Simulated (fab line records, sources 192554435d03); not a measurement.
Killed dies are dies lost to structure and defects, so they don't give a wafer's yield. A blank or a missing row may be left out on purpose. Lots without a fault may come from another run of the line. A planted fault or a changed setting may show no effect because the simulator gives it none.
Which tool did it? | flow n5_finfet | 12 lots, 36 wafers sampled, at 2 steps of a route of 1938

WHAT THE GAUGES READ, wafer by wafer
N5_BEOL_M1_CD_MEAS_28: target cd y 23.3 nm.
lot  | measured     | on        | cd_nm (nm)
L075 | day 7 16:07  | cd_sem-01 | 23.88 23.80 23.80
L077 | day 7 18:14  | cd_sem-03 | 23.94 23.91 24.48
L079 | day 7 20:23  | cd_sem-03 | 24.13 24.06 23.83
L081 | day 8 00:02  | cd_sem-02 | 23.80 23.60 23.92
L083 | day 8 13:10  | cd_sem-01 | 24.46 24.27 24.37
L085 | day 9 01:54  | cd_sem-01 | 23.92 24.03 23.82
L088 | day 9 12:29  | cd_sem-01 | 24.41 23.79 24.18
L089 | day 10 02:26 | cd_sem-01 | 24.20 24.28 24.07
L091 | day 10 18:22 | cd_sem-03 | 24.12 24.08 23.98
L093 | day 11 00:24 | cd_sem-02 | 24.15 23.90 23.80
L095 | day 11 12:35 | cd_sem-02 | 24.00 23.92 23.77
L097 | day 12 04:53 | cd_sem-02 | 23.77 23.59 23.96

WHICH TOOL RAN EACH LOT (tool, then ch and the chambers of the sampled wafers, then the start)
lot  | N5_BEOL_M0_PRE_CLEAN_131
L075 | cvd_co-02 ch 1,2, day 7 14:20
L077 | cvd_co-02 ch 0,1,2, day 7 15:35
L079 | cvd_co-02 ch 0,1,2, day 7 17:12
L081 | cvd_co-02 ch 1,2, day 7 21:45
L083 | cvd_co-01 ch 0,1, day 8 10:05
L085 | cvd_co-02 ch 0,2, day 8 21:54
L088 | cvd_co-01 ch 0,1,2, day 9 10:44
L089 | cvd_co-02 ch 0,2, day 9 23:04
L091 | cvd_co-01 ch 1,2, day 10 16:13
L093 | cvd_co-01 ch 0,1,2, day 10 21:01
L095 | cvd_co-01 ch 0,1,2, day 11 10:01
L097 | cvd_co-01 ch 1,2, day 12 02:06
- N5_BEOL_M0_PRE_CLEAN_131: time 15 s.

THE ANSWER, worked out from the rows above alone
Rule: what is usual is taken from the lots themselves. Put in order of their means at a reading, lots are off if they are a third of the lots or fewer, leave a main group of 4 or more, and stand apart from it by a gap of 3 or more times the standard deviation of the main group's means; of several such gaps the widest counts. A main group whose means are all the same, to the digits that the tables above print for the reading, isn't used. A lot without any number at a reading at which 4 lots or more have one is off too. The other lots that the step has rows for count as sound.
No lot is off at any reading shown: from this, nothing can be told.

WHAT THE SIMULATOR HAD PUT IN
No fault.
